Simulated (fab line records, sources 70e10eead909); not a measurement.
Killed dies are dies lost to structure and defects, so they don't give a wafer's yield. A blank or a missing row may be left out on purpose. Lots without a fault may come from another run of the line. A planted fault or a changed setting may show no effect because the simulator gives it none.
fab line records | flow nand_harc
record lots=24 wafers=72 last_day=24
route steps=1159 shown P_M1@300 P_M2@335 P_BONDPAD@352
lots that met no fault: from a run of the same line without faults
start_h: hours from the record's first day to the start of the lot's first wafer shown | wait_h: hours since the lot's step before | " the same as in the row above | L1.1+2: a row that stands for several wafers | - no value, or no start given | * or withheld: withheld | < > ~ a bound
route shown NAME@n: a module of which the file shows steps, and the number in the route of the first | usual: mean/standard deviation of fault-free wafers | same: alike in all rows | chamber/n: place in a boat | sites: the reading at each site | _std_site: their standard deviation | _edge_site: outer sites' mean less inner sites' | radius_mm: how far each site lies from the wafer's centre | mask NAME#n: copy n | behind: the tool/chamber that last shaped the wafer | hold: why the lot was held/for how many hours/how that ended | device: the transistor (n, p or np) that didn't switch | end of line: the same wafers' tests at the end of the route | a step without rows: its recipe alone | killed: dies lost to structure and defects at the first sort, not the wafer's yield | map: a wafer's dies, x killed, . not, _ none there
set.NAME: the setting as run; set.NAME@STEP: as run at that earlier step | model.NAME: the simulator's own value behind a step, which no gauge read
steps of the route over a sample of lots; a table a step, a row a wafer
services: from which hour (start_h, from the record's first day; less than 0 if before it) a tool's chamber was out of use, for how many hours, and why
## steps
# step NHARC_P_M1_ETCH_15
# recipe target_depth_a=1825 time_s=91.2 c4f8_flow_sccm=withheld ar_flow_sccm=400 rf_w=600 bias_w=300 chemistry=C4F8/Ar
# usual oes_product_au=0.953/0.019 rf_vpp_V=441/3.1
# columns lot.wafer tool chamber start_h wait_h oes_product_au rf_hours_counter_h rf_vpp_V
L074.1 rie_diel-12 3 - - 0.933 6 438
L074.2 " 1 " " 0.918 7 444
L074.6 " 2 " " 0.932 - 445
L075.1 rie_diel-06 0 - - 0.967 4 437
L075.3 " 3 " " 0.953 4 442
L075.5 " 0 " " 0.957 - 437
L077.4 rie_diel-06 0 - - 0.979 5 437
L077.2 " 2 " " 0.955 4 447
L077.5 " 0 " " 0.983 - 438
L076.2 rie_diel-06 1 - - 0.963 5 436
L076.3 " 0 " " 0.971 5 438
L076.5 " 2 " " 0.956 - 446
L078.2 rie_diel-06 2 - - 0.969 5 444
L078.5 " 0 " " 0.956 - 437
L078.6 " 1 " " 0.951 - 437
L079.3 rie_diel-13 1 - - 0.976 1 441
L079.4 " 3 " " 0.963 1 440
L079.5 " 0 " " 0.976 - 443
L081.4 rie_diel-13 3 - - 0.960 1 440
L081.2 " 1 " " 0.963 1 441
L081.6 " 2 " " 0.945 - 437
L080.1 rie_diel-06 1 - - 0.945 6 437
L080.4 " 0 " " 0.960 - 438
L080.5 " 1 " " 0.960 - 437
L083.3 rie_diel-06 3 - - 0.924 6 444
L083.5 " 0 " " 0.923 - 437
L083.6 " 1 " " 0.919 - 439
L082.1 rie_diel-06 2 - - 0.918 6 445
L082.4 " 3 " " 0.922 6 443
L082.6 " 2 " " 0.916 - 447
L084.4 rie_diel-06 0 - - 0.965 7 437
L084.2 " 1 " " 0.939 7 437
L084.5 " 0 " " 0.963 - 437
L085.3 rie_diel-13 0 - - 0.924 2 443
L085.6 " 3 " " 0.923 - 440
L085.4 " 2 " " 0.918 - 438
L086.4 rie_diel-06 0 - - 0.950 9 438
L086.2 " 3 " " 0.950 8 444
L086.5 " 1 " " 0.962 - 438
L087.1 rie_diel-06 3 - - 0.958 8 444
L087.3 " 0 " " 0.979 9 436
L087.2 " 1 " " 0.979 9 437
L088.4 rie_diel-06 1 - - 0.969 11 438
L088.2 " 3 " " 0.949 9 443
L088.5 " 1 " " 0.968 - 439
L089.3 rie_diel-06 1 - - 0.957 11 436
L089.4 " 2 " " 0.965 10 443
L089.6 " 2 " " 0.974 - 444
L091.2 rie_diel-06 2 - - 0.919 10 444
L091.1 " 3 " " 0.919 9 443
L091.5 " 2 " " 0.934 - 444
L090.2 rie_diel-12 0 - - 0.962 1 441
L090.6 " 2 " " 0.959 - 445
L090.4 " 3 " " 0.951 - 437
L092.3 rie_diel-13 1 - - 0.971 2 443
L092.4 " 2 " " 0.962 3 437
L092.1 " 3 " " 0.962 3 441
L093.4 rie_diel-06 3 - - 0.969 10 441
L093.2 " 1 " " 0.964 12 439
L093.5 " 2 " " 0.970 - 445
L095.2 rie_diel-12 2 - - 0.942 3 446
L095.5 " 1 " " 0.966 - 443
L095.6 " 2 " " 0.961 - 447
L096.3 rie_diel-12 1 - - 0.956 2 445
L096.1 " 3 " " 0.954 2 440
L096.5 " 1 " " 0.958 - 445
L094.3 rie_diel-13 3 - - 0.923 4 441
L094.4 " 3 " " 0.925 - 441
L094.5 " 0 " " 0.936 - 443
L097.2 rie_diel-06 3 - - 0.977 1 444
L097.1 " 2 " " 0.963 1 445
L097.5 " 3 " " 0.982 - 441
# step NHARC_P_M2_STRIP_18
# recipe power_w=1000 n2_flow_sccm=150 h2_flow_sccm=150 ar_flow_sccm=0 bias_w=0 chemistry=N2/H2
# usual drypump_motor_current_A=5.6/0.4 oes_product_au=1.001/0.011 rf_vpp_V=90.8/0.99 showerhead_plenum_p_Torr=2.05/0.093 throttle_valve_pct=14.172/0.0094
# columns lot.wafer tool chamber start_h wait_h drypump_motor_current_A oes_product_au rf_hours_counter_h rf_vpp_V showerhead_plenum_p_Torr throttle_valve_pct
L074.2 rie_diel-09 1 138.76 0.1 5.0 1.015 14 90.1 1.92 14.172
L074.1 " 0 " " 6.4 0.979 15 91.2 2.11 14.177
L074.6 " 1 " " 5.0 1.015 - 90.2 1.92 14.176
L075.3 rie_diel-05 1 142.73 0.1 5.7 0.988 5 91.3 1.96 14.171
L075.1 " 3 " " 5.3 1.004 4 91.3 2.16 14.172
L075.5 " 2 " " 6.0 1.008 - 91.6 2.12 14.184
L077.2 rie_diel-05 3 147.79 0.1 5.3 0.996 4 90.7 2.16 14.158
L077.4 " 1 " " 5.7 0.986 5 91.4 1.96 14.179
L077.5 " 3 " " 5.3 1.006 - 91.3 2.16 14.176
L076.3 rie_diel-05 2 148.43 0.1 6.0 1.006 5 91.6 2.12 14.177
L076.2 " 0 " " 5.1 1.002 5 91.6 1.99 14.162
L076.5 " 3 " " 5.3 1.002 - 91.2 2.16 14.169
L078.2 rie_diel-05 1 156.85 0.1 5.7 0.986 5 89.9 1.96 14.166
L078.6 " 0 " " 5.1 1.001 - 90.9 1.99 14.197
L078.5 " 1 " " 5.7 0.988 - 90.0 1.96 14.182
L079.4 rie_diel-05 1 157.43 0.1 5.7 0.990 6 89.3 1.96 14.170
L079.3 " 0 " " 5.1 1.012 5 91.1 1.98 14.171
L079.5 " 2 " " 5.9 1.012 - 92.3 2.12 14.165
L081.4 rie_diel-09 2 167.43 0.1 5.6 0.996 27 91.7 2.12 14.172
L081.2 " 0 " " 6.4 0.989 28 91.2 2.11 14.168
L081.6 " 1 " " 5.0 1.012 - 90.7 1.92 14.169
L080.1 rie_diel-09 0 168.40 0.2 6.4 0.981 28 90.7 2.11 14.160
L080.4 " 3 " " 5.6 1.008 29 91.4 2.16 14.175
L080.5 " 1 " " 5.0 1.003 - 88.7 1.92 14.182
L083.3 rie_diel-09 3 176.20 0.1 5.6 0.999 32 91.5 2.16 14.167
L083.6 " 0 " " 6.4 0.968 - 91.8 2.11 14.176
L083.5 " 1 " " 5.0 1.006 - 90.1 1.92 14.163
L082.4 rie_diel-09 2 176.78 0.1 5.7 0.982 30 92.3 2.12 14.160
L082.1 " 0 " " 6.3 0.988 32 92.2 2.11 14.169
L082.6 " 2 " " 5.6 0.987 - 92.3 2.12 14.175
L084.2 rie_diel-05 3 179.14 0.1 5.3 1.011 0 90.5 2.16 14.167
L084.4 " 2 " " 5.9 1.010 0 92.3 2.12 14.185
L084.5 " 3 " " 5.3 1.010 - 92.0 2.16 14.167
L085.4 rie_diel-09 1 188.24 0.1 5.0 1.003 32 88.2 1.92 14.175
L085.3 " 2 " " 5.6 0.986 33 90.8 2.12 14.173
L085.6 " 0 " " 6.4 0.990 - 90.7 2.11 14.168
L086.2 rie_diel-01 1 204.04 0.1 6.0 0.991 14 88.7 1.94 14.165
L086.4 " 2 " " 5.6 0.998 5 90.8 2.00 14.181
L086.5 " 0 " " 5.7 0.999 - 89.7 1.88 14.185
L087.3 rie_diel-05 0 209.14 0.1 5.1 0.989 1 91.8 1.98 14.181
L087.2 " 1 " " 5.7 1.015 1 89.2 1.96 14.160
L087.1 " 2 " " 5.9 1.006 2 89.9 2.12 14.164
L088.4 rie_diel-05 3 223.02 0.1 5.3 0.996 2 91.7 2.16 14.174
L088.2 " 1 " " 5.7 1.010 2 90.4 1.96 14.166
L088.5 " 0 " " 5.0 0.980 - 90.6 1.98 14.157
L089.3 rie_diel-05 3 223.64 0.1 5.3 1.017 2 89.7 2.16 14.156
L089.4 " 1 " " 5.7 1.013 2 90.6 1.96 14.178
L089.6 " 2 " " 5.9 1.008 - 90.9 2.12 14.177
L091.1 rie_diel-01 1 227.79 0.1 6.0 0.996 18 89.6 1.94 14.165
L091.2 " 3 " " 6.2 1.014 16 90.8 2.02 14.190
L091.5 " 1 " " 6.0 1.012 - 89.9 1.94 14.169
L090.2 rie_diel-05 2 228.32 0.1 5.9 1.013 2 90.2 2.12 14.152
L090.4 " 3 " " 5.3 1.008 2 91.1 2.16 14.177
L090.6 " 2 " " 6.0 1.006 - 91.1 2.12 14.166
L092.3 rie_diel-05 2 232.10 0.1 5.9 1.021 2 90.5 2.12 14.173
L092.1 " 0 " " 5.1 0.996 2 91.3 1.98 14.167
L092.4 " 1 " " 5.7 1.014 2 90.5 1.96 14.187
L093.2 rie_diel-05 2 241.65 0.1 6.0 1.014 3 91.6 2.12 14.174
L093.4 " 1 " " 5.7 1.014 3 92.1 1.96 14.180
L093.5 " 3 " " 5.3 1.011 - 90.9 2.16 14.178
L095.2 rie_diel-09 1 249.67 0.1 5.0 1.007 54 90.5 1.91 14.170
L095.5 " 1 " " 5.0 1.002 - 90.6 1.91 14.149
L095.6 " 2 " " 5.6 0.998 - 91.0 2.11 14.175
L096.1 rie_diel-05 1 250.49 0.1 5.7 0.997 3 92.0 1.96 14.178
L096.3 " 2 " " 5.9 1.006 3 91.2 2.12 14.182
L096.5 " 1 " " 5.7 0.996 - 89.9 1.96 14.185
L094.4 rie_diel-05 3 251.99 0.1 5.3 1.013 3 89.9 2.16 14.174
L094.3 " 1 " " 5.7 1.010 3 90.4 1.96 14.170
L094.5 " 3 " " 5.3 1.016 - 90.9 2.16 14.168
L097.2 rie_diel-05 3 265.03 0.1 5.3 1.013 4 91.1 2.16 14.191
L097.1 " 1 " " 5.7 1.003 3 90.2 1.96 14.178
L097.5 " 3 " " 5.3 1.003 - 91.3 2.16 14.198
# step NHARC_P_M2_ETCH_28
# recipe target_depth_a=300 over_etch_frac=0.3 time_s=72.99 ion_energy_ev=150 cf4_flow_sccm=50 n2_flow_sccm=100 ar_flow_sccm=150 rf_w=300 bias_w=100 chemistry=CF4/N2
# usual drypump_motor_current_A=5.6/0.42 oes_product_au=1.001/0.012 rf_vpp_V=314.4/1.9 showerhead_plenum_p_Torr=2.64/0.11 throttle_valve_pct=19.794/0.0087
# columns lot.wafer tool chamber start_h wait_h drypump_motor_current_A oes_product_au rf_hours_counter_h rf_vpp_V showerhead_plenum_p_Torr throttle_valve_pct
L074.2 rie_diel-09 0 - - 6.4 0.988 15 314.6 2.71 19.773
L074.1 " 3 " " 5.6 1.010 15 317.0 2.78 19.801
L074.6 " 0 " " 6.3 0.985 - 316.4 2.71 19.803
L075.3 rie_diel-05 2 - - 5.9 1.004 5 315.1 2.72 19.791
L075.1 " 0 " " 5.1 1.004 5 311.7 2.56 19.810
L075.5 " 1 " " 5.7 0.999 - 312.7 2.53 19.787
L077.2 rie_diel-05 1 - - 5.7 0.982 5 312.2 2.53 19.790
L077.4 " 2 " " 5.9 0.990 5 316.6 2.72 19.782
L077.5 " 0 " " 5.1 0.992 - 312.7 2.56 19.799
L076.2 rie_diel-05 0 - - 5.1 1.000 5 313.4 2.56 19.793
L076.3 " 1 " " 5.7 0.988 5 312.1 2.54 19.792
L076.5 " 1 " " 5.7 0.990 - 312.1 2.53 19.787
L078.2 rie_diel-05 3 - - 5.3 1.002 5 315.8 2.77 19.787
L078.6 " 0 " " 5.1 1.001 - 313.1 2.56 19.795
L078.5 " 1 " " 5.7 0.998 - 313.5 2.53 19.802
L079.3 rie_diel-05 3 - - 5.3 0.998 5 317.3 2.77 19.798
L079.4 " 1 " " 5.7 0.984 6 314.0 2.53 19.795
L079.5 " 3 " " 5.3 1.015 - 316.2 2.77 19.787
L081.4 rie_diel-09 1 - - 5.0 1.016 26 311.8 2.48 19.795
L081.2 " 3 " " 5.6 1.019 29 317.0 2.77 19.797
L081.6 " 0 " " 6.4 0.980 - 316.4 2.71 19.788
L080.4 rie_diel-09 0 - - 6.4 0.962 28 315.7 2.71 19.803
L080.1 " 1 " " 5.0 0.999 27 312.7 2.48 19.792
L080.5 " 0 " " 6.3 0.978 - 315.0 2.71 19.795
L083.3 rie_diel-09 2 - - 5.6 0.990 30 314.8 2.72 19.793
L083.6 " 0 " " 6.4 0.975 - 314.9 2.70 19.790
L083.5 " 1 " " 5.1 1.006 - 313.5 2.48 19.785
L082.1 rie_diel-09 1 - - 5.0 1.008 29 311.9 2.48 19.811
L082.4 " 3 " " 5.6 1.016 33 316.2 2.77 19.781
L082.6 " 0 " " 6.4 0.987 - 316.3 2.70 19.801
L084.2 rie_diel-05 1 - - 5.7 1.008 0 312.5 2.53 19.798
L084.4 " 2 " " 5.9 1.011 0 315.2 2.72 19.822
L084.5 " 0 " " 5.1 1.003 - 313.8 2.56 19.790
L085.3 rie_diel-09 0 - - 6.4 0.988 34 315.6 2.70 19.793
L085.4 " 1 " " 5.0 1.023 32 313.2 2.48 19.783
L085.6 " 0 " " 6.4 0.982 - 314.9 2.70 19.800
L086.2 rie_diel-01 3 - - 6.2 0.989 13 314.6 2.60 19.804
L086.4 " 1 " " 6.1 0.999 14 312.2 2.51 19.787
L086.5 " 3 " " 6.2 0.998 - 313.9 2.60 19.792
L087.3 rie_diel-05 0 - - 5.1 0.998 2 313.5 2.56 19.794
L087.2 " 1 " " 5.7 1.003 2 312.2 2.53 19.793
L087.1 " 2 " " 6.0 1.001 2 314.9 2.72 19.798
L088.2 rie_diel-05 2 - - 5.9 1.007 2 315.5 2.72 19.801
L088.4 " 0 " " 5.1 0.983 2 312.0 2.56 19.806
L088.5 " 1 " " 5.7 0.999 - 312.1 2.53 19.796
L089.3 rie_diel-05 0 - - 5.1 0.994 2 312.6 2.56 19.788
L089.6 " 2 " " 5.9 1.016 - 314.5 2.72 19.791
L089.4 " 0 " " 5.1 0.989 - 313.2 2.56 19.788
L091.1 rie_diel-01 1 - - 6.0 0.992 18 312.0 2.50 19.794
L091.2 " 2 " " 5.6 0.983 9 313.8 2.58 19.797
L091.5 " 0 " " 5.7 0.997 - 311.5 2.44 19.786
L090.2 rie_diel-05 0 - - 5.1 0.988 2 312.9 2.56 19.797
L090.4 " 2 " " 5.9 1.004 2 314.8 2.72 19.782
L090.6 " 0 " " 5.1 0.991 - 313.9 2.56 19.789
L092.3 rie_diel-05 3 - - 5.3 1.010 2 316.5 2.77 19.782
L092.1 " 0 " " 5.1 1.002 2 312.5 2.56 19.802
L092.4 " 1 " " 5.7 1.020 2 312.2 2.53 19.798
L093.4 rie_diel-05 2 - - 5.9 1.006 3 316.7 2.72 19.796
L093.2 " 0 " " 5.1 0.999 3 312.8 2.56 19.814
L093.5 " 2 " " 5.9 1.010 - 315.6 2.72 19.802
L095.2 rie_diel-09 3 - - 5.6 1.026 54 316.1 2.76 19.788
L095.5 " 0 " " 6.4 0.997 - 315.7 2.69 19.791
L095.6 " 1 " " 5.0 1.004 - 312.5 2.47 19.794
L096.1 rie_diel-05 3 - - 5.3 0.998 3 317.1 2.77 19.793
L096.3 " 0 " " 5.1 0.995 3 314.6 2.56 19.800
L096.5 " 2 " " 5.9 1.012 - 314.9 2.72 19.792
L094.4 rie_diel-05 2 - - 6.0 1.013 3 316.1 2.72 19.799
L094.3 " 1 " " 5.7 1.002 3 313.8 2.53 19.787
L094.5 " 3 " " 5.3 1.012 - 316.3 2.77 19.804
L097.1 rie_diel-05 1 - - 5.7 0.999 3 312.4 2.53 19.794
L097.2 " 2 " " 5.9 1.012 4 314.2 2.72 19.790
L097.5 " 3 " " 5.3 1.009 - 316.1 2.77 19.801
# step NHARC_P_M2_ANNEAL_31
# recipe temp_c=225 time_s=90
# usual wafer_temp_C_max=225.95/0.26
# columns lot.wafer tool chamber start_h wait_h wafer_temp_C_max
L074.1 rtp_anneal-02 0 140.17 - 225.62
L074.2 " 0 " " 225.47
L074.6 " 0 " " 225.48
L075.1 rtp_anneal-01 0 144.17 - 226.49
L075.3 " 0 " " 226.10
L075.5 " 0 " " 226.34
L077.2 rtp_anneal-02 0 149.22 - 225.87
L077.4 " 0 " " 225.85
L077.5 " 0 " " 225.71
L076.2 rtp_anneal-02 0 149.87 0.3 225.95
L076.3 " 0 " " 225.60
L076.5 " 0 " " 225.87
L078.2 rtp_anneal-01 0 158.46 0.6 226.01
L078.5 " 0 " " 226.10
L078.6 " 0 " " 225.93
L079.3 rtp_anneal-01 0 159.01 - 225.97
L079.4 " 0 " " 226.01
L079.5 " 0 " " 226.13
L081.2 rtp_anneal-02 0 169.51 - 225.76
L081.4 " 0 " " 225.71
L081.6 " 0 " " 225.90
L080.1 rtp_anneal-01 0 169.93 - 225.89
L080.4 " 0 " " 226.20
L080.5 " 0 " " 226.26
L083.3 rtp_anneal-02 0 177.75 - 226.13
L083.5 " 0 " " 226.13
L083.6 " 0 " " 225.92
L082.1 rtp_anneal-01 0 178.25 0.4 226.34
L082.4 " 0 " " 226.25
L082.6 " 0 " " 226.29
L084.2 rtp_anneal-01 0 180.57 - 225.83
L084.4 " 0 " " 226.35
L084.5 " 0 " " 226.12
L085.3 rtp_anneal-02 0 189.68 - 225.76
L085.4 " 0 " " 226.01
L085.6 " 0 " " 226.15
L086.2 rtp_anneal-01 0 205.44 - 225.89
L086.4 " 0 " " 226.13
L086.5 " 0 " " 226.26
L087.1 rtp_anneal-02 0 210.52 0.3 226.18
L087.2 " 0 " " 225.92
L087.3 " 0 " " 226.04
L088.2 rtp_anneal-02 0 224.51 0.4 225.55
L088.4 " 0 " " 225.56
L088.5 " 0 " " 225.80
L089.3 rtp_anneal-01 0 225.29 0.3 226.51
L089.4 " 0 " " 226.52
L089.6 " 0 " " 226.58
L091.1 rtp_anneal-01 0 229.65 0.5 226.11
L091.2 " 0 " " 226.31
L091.5 " 0 " " 226.38
L090.2 rtp_anneal-01 0 230.18 - 225.95
L090.4 " 0 " " 226.06
L090.6 " 0 " " 225.80
L092.1 rtp_anneal-02 0 233.54 0.4 225.67
L092.3 " 0 " " 225.74
L092.4 " 0 " " 225.59
L093.2 rtp_anneal-01 0 243.09 - 225.67
L093.4 " 0 " " 225.93
L093.5 " 0 " " 225.72
L095.2 rtp_anneal-02 0 251.13 0.4 226.00
L095.5 " 0 " " 225.76
L095.6 " 0 " " 225.83
L096.1 rtp_anneal-01 0 251.87 - 226.24
L096.3 " 0 " " 226.41
L096.5 " 0 " " 226.07
L094.3 rtp_anneal-01 0 253.52 0.3 226.23
L094.4 " 0 " " 226.13
L094.5 " 0 " " 225.81
L097.1 rtp_anneal-02 0 266.38 - 225.48
L097.2 " 0 " " 225.54
L097.5 " 0 " " 225.57
# step NHARC_P_BONDPAD_CMP_32
# recipe target_thk_nm=200 material=SiCN
# usual motor_current_A=12.4/1.4
# columns lot.wafer tool chamber start_h wait_h motor_current_A
L074.1 cmp-04 3 141.93 - 11.9
L074.2 " 1 " " 12.5
L074.6 " 3 " " 12.6
L075.1 cmp-04 3 145.96 - 12.5
L075.3 " 1 " " 12.8
L075.5 " 3 " " 12.3
L077.2 cmp-03 1 150.95 - 12.7
L077.4 " 0 " " 9.9
L077.5 " 1 " " 12.8
L076.3 cmp-03 2 151.60 - 14.5
L076.2 " 1 " " 13.3
L076.5 " 3 " " 12.1
L078.2 cmp-01 3 160.48 - 12.3
L078.5 " 0 " " 11.8
L078.6 " 1 " " 15.1
L079.4 cmp-01 1 160.99 - 14.3
L079.3 " 2 " " 10.1
L079.5 " 1 " " 14.3
L081.4 cmp-03 1 171.25 - 13.0
L081.2 " 3 " " 12.6
L081.6 " 0 " " 9.4
L080.4 cmp-04 0 171.75 - 13.1
L080.1 " 1 " " 12.7
L080.5 " 3 " " 12.0
L083.3 cmp-04 1 179.71 - 13.0
L083.6 " 2 " " 11.2
L083.5 " 3 " " 12.7
L082.1 cmp-03 0 180.07 - 9.4
L082.4 " 1 " " 12.7
L082.6 " 3 " " 12.4
L084.2 cmp-04 0 182.39 - 12.3
L084.4 " 1 " " 12.6
L084.5 " 1 " " 12.4
L085.3 cmp-04 0 191.35 - 12.8
L085.4 " 3 " " 12.5
L085.6 " 0 " " 12.8
L086.2 cmp-04 1 207.31 - 12.9
L086.4 " 3 " " 11.7
L086.5 " 1 " " 12.0
L087.3 cmp-03 1 212.28 - 12.4
L087.2 " 2 " " 14.1
L087.1 " 0 " " 9.6
L088.2 cmp-04 0 226.55 - 12.6
L088.4 " 1 " " 11.9
L088.5 " 3 " " 11.7
L089.4 cmp-01 2 227.07 - 9.8
L089.3 " 0 " " 12.0
L089.6 " 1 " " 14.4
L091.1 cmp-03 2 231.41 - 13.7
L091.2 " 1 " " 12.2
L091.5 " 3 " " 13.3
L090.4 cmp-04 0 232.31 - 13.2
L090.2 " 1 " " 13.5
L090.6 " 3 " " 12.0
L092.3 cmp-03 0 235.30 - 9.8
L092.1 " 1 " " 12.8
L092.4 " 3 " " 12.8
L093.4 cmp-01 3 245.60 - 12.2
L093.2 " 2 " " 9.6
L093.5 " 3 " " 12.5
L095.2 cmp-01 0 252.86 - 12.5
L095.6 " 3 " " 12.9
L095.5 " 0 " " 11.8
L096.3 cmp-04 3 253.65 - 12.4
L096.1 " 0 " " 13.5
L096.5 " 0 " " 12.4
L094.4 cmp-03 2 255.20 - 14.7
L094.3 " 3 " " 13.2
L094.5 " 3 " " 13.4
L097.2 cmp-01 1 268.13 - 13.8
L097.1 " 3 " " 12.1
L097.5 " 1 " " 14.1
# step NHARC_P_BONDPAD_CD_MEAS_13
# usual cd_nm=500.1/2.3
# columns lot.wafer tool chamber start_h wait_h cd_nm
L074.1 cd_sem-01 - 143.27 - 500.4
L074.2 " - " " 500.7
L074.6 " - " " 499.7
L075.1 cd_sem-02 - 147.33 - 499.7
L075.3 " - " " 496.5
L075.5 " - " " 500.9
L077.2 cd_sem-02 - 152.44 - 498.2
L077.4 " - " " 500.5
L077.5 " - " " 500.9
L076.2 cd_sem-01 - 152.91 - 502.5
L076.3 " - " " 502.2
L076.5 " - " " 500.6
L078.2 cd_sem-01 - 161.75 - 503.1
L078.5 " - " " 502.2
L078.6 " - " " 499.8
L079.3 cd_sem-03 - 162.32 - 498.6
L079.4 " - " " 500.5
L079.5 " - " " 503.6
L081.2 cd_sem-01 - 172.58 - 498.6
L081.4 " - " " 502.1
L081.6 " - " " 498.7
L080.1 cd_sem-03 - 173.08 - 498.7
L080.4 " - " " 494.4
L080.5 " - " " 502.2
L083.3 cd_sem-01 - 180.86 - 503.4
L083.5 " - " " 505.5
L083.6 " - " " 500.9
L082.1 cd_sem-02 - 181.23 - 498.1
L082.4 " - " " 498.8
L082.6 " - " " 498.1
L084.2 cd_sem-01 - 183.67 - 502.1
L084.4 " - " " 501.5
L084.5 " - " " 499.8
L085.3 cd_sem-01 - 192.58 - 499.1
L085.4 " - " " 496.8
L085.6 " - " " 500.3
L086.2 cd_sem-03 - 208.64 - 500.7
L086.4 " - " " 500.4
L086.5 " - " " 499.4
L087.1 cd_sem-02 - 213.50 - 499.0
L087.2 " - " " 495.6
L087.3 " - " " 499.4
L088.2 cd_sem-01 - 227.76 - 499.3
L088.4 " - " " 496.2
L088.5 " - " " 499.7
L089.3 cd_sem-02 - 228.39 - 500.3
L089.4 " - " " 501.1
L089.6 " - " " 501.4
L091.1 cd_sem-01 - 232.80 - 500.0
L091.2 " - " " 498.7
L091.5 " - " " 500.5
L090.2 cd_sem-03 - 233.49 - 493.4
L090.4 " - " " 496.7
L090.6 " - " " 497.3
L092.1 cd_sem-01 - 236.53 - 496.3
L092.3 " - " " 502.8
L092.4 " - " " 499.5
L093.2 cd_sem-03 - 246.95 - 501.6
L093.4 " - " " 501.8
L093.5 " - " " 499.0
L095.2 cd_sem-02 - 254.06 - 500.6
L095.5 " - " " 496.3
L095.6 " - " " 502.7
L096.1 cd_sem-01 - 254.99 - 499.3
L096.3 " - " " 502.1
L096.5 " - " " 498.9
L094.3 cd_sem-02 - 256.52 - 498.2
L094.4 " - " " 496.6
L094.5 " - " " 502.4
L097.1 cd_sem-03 - 269.35 - 501.2
L097.2 " - " " 503.9
L097.5 " - " " 502.1
## services
# columns tool chamber start_h hours kind
rie_diel-06 2 112.77 6.0 repair
rie_diel-06 1 125.18 5.7 repair
cmp-04 - 130.34 2.7 repair
cmp-03 - 155.95 1.9 repair
rie_diel-06 3 157.69 7.3 repair
rie_diel-05 - 163.60 9.0 pm
cmp-01 - 168.65 2.2 repair
rie_diel-13 1 169.69 14.7 repair
cmp-01 - 179.50 4.0 pm
rie_diel-13 - 181.96 1.1 repair
cmp-01 - 192.90 1.7 repair
rie_diel-13 2 202.51 2.3 repair
cmp-04 - 203.06 4.0 pm
rie_diel-09 3 216.37 5.0 repair
cmp-04 - 218.40 6.5 repair
rie_diel-05 3 223.82 1.4 repair
cmp-04 - 227.14 1.3 repair
cmp-03 - 233.19 0.6 repair
rie_diel-06 - 241.20 9.0 pm
rie_diel-13 1 242.68 6.1 repair
cmp-04 - 244.28 1.0 repair
cmp-03 - 247.49 1.0 repair
rie_diel-09 - 254.10 9.0 pm
cmp-03 - 255.83 4.0 pm
## key
fault none
